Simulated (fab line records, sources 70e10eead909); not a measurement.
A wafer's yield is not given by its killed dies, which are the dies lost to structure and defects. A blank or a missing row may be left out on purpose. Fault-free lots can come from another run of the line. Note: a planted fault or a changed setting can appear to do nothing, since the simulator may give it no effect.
Struck lot and sound lot, side by side    flow nand-harc    15 steps out of a route of 1302
Sound: wafers L710.1, L710.4, L710.5. Struck: wafer L716.4 (L716.1, L716.2, from the same lot, were not struck and are left out); the cause is given at the end.
For every step that has rows: the tool of each side, followed by ch and its chambers, followed by its first start. Under that, the readings that differ: sound wafers    struck wafers    difference of the means    sigmas: that difference in standard deviations of wafers without a fault.
alike: readings whose means differ by less than 2 such deviations, and words and numbers that are the same on both sides. not compared: withheld readings, readings that some wafer has no value for, bounds like >300 that may hide the same value, and numbers for which the record gives no deviation and whose values overlap.
The two part at a step that has a row with sigmas, a row that says differs or no value, or rows on one side only. Numbers that have no deviation but don't overlap get no sigmas and don't part them. Lack of a reading on every wafer of one side parts them only where that side has two or more wafers.

NHARC_A_DECK1_JOINT_CMP_02: polishes SiOx.
  sound on cmp-02 ch 1,3, day 16 09:53; struck on cmp-04 ch 2, day 19 01:23
  alike: motor-current-A
next, for these wafers, 1 step has no rows: NHARC_A_DECK1_JOINT_SRD_15.
NHARC_A_DECK1_JOINT_DEP_16: deposits SiO2, target thk 45 nm.
  sound on pecvd-04 ch 1,2, day 16 10:17; struck on pecvd-04 ch 0, day 19 01:45
  alike: heater-power-w, showerhead-vpp-V, throttle-valve-pct
NHARC_A_DECK1_JOINT_THK_MEAS_17: measures by ellipsometry.
  struck on film-metro-01, day 19 02:02; sound on film-metro-02, day 16 10:32
  alike: thk-nm
NHARC_A_DECK1_JOINT_INSPECT_05:
  struck on defect-inspect-01, day 19 02:04; sound on defect-inspect-02, day 16 10:34
  alike: raw-defect-count
then NHARC_A_ONON_D2_DEP_00 (target thk 1000 nm), 1 step lacking rows for these wafers.
NHARC_A_ONON_D2_THK_MEAS_02: measures by ellipsometry.
  struck on film-metro-02, day 19 02:38; sound on film-metro-01, day 16 11:09
  alike: thk-nm
then NHARC_A_ONON_D2_DEP_03 (target thk 1000 nm), 1 step lacking rows for these wafers.
NHARC_A_ONON_D2_THK_MEAS_05: measures by ellipsometry.
  struck on film-metro-01, day 19 03:12; sound on film-metro-02, day 16 11:43
  alike: thk-nm
then NHARC_A_ONON_D2_DEP_06 (target thk 1000 nm), 1 step lacking rows for these wafers.
NHARC_A_ONON_D2_THK_MEAS_08: measures by ellipsometry.
  struck on film-metro-02, day 19 03:46; sound on film-metro-01, day 16 12:17
  alike: thk-nm
NHARC_A_ONON_D2_DEP_09: target thk 1000 nm.
  sound on pecvd-onon-01 ch 0, day 16 12:20; struck on pecvd-onon-01 ch 0, day 19 03:49
NHARC_A_ONON_D2_THK_MEAS_11: measures by ellipsometry.
  struck on film-metro-01, day 19 04:20; sound on film-metro-02, day 16 12:50
reading      sound           struck  difference  sigmas
thk-nm (nm)  1008 1008 1009  1576    +568        +59
then NHARC_A_ONON_D2_DEP_12 (target thk 1000 nm), 1 step lacking rows for these wafers.
-- jump in the record: it breaks off in module A_ONON_D2 and resumes in module END (first step shown: number 1302 of the route), and 12 days separate the struck wafers' starts before and after --
NHARC_END_SORT_01:
  only the struck wafers appear in the record here, on prober-02 ch 0 at day 31 00:03; the sound ones have no rows

== WHERE THEY PART ==
At NHARC_A_ONON_D2_THK_MEAS_11 first; at NHARC_END_SORT_01 last (within this record only).

WHY: what the simulator had put in
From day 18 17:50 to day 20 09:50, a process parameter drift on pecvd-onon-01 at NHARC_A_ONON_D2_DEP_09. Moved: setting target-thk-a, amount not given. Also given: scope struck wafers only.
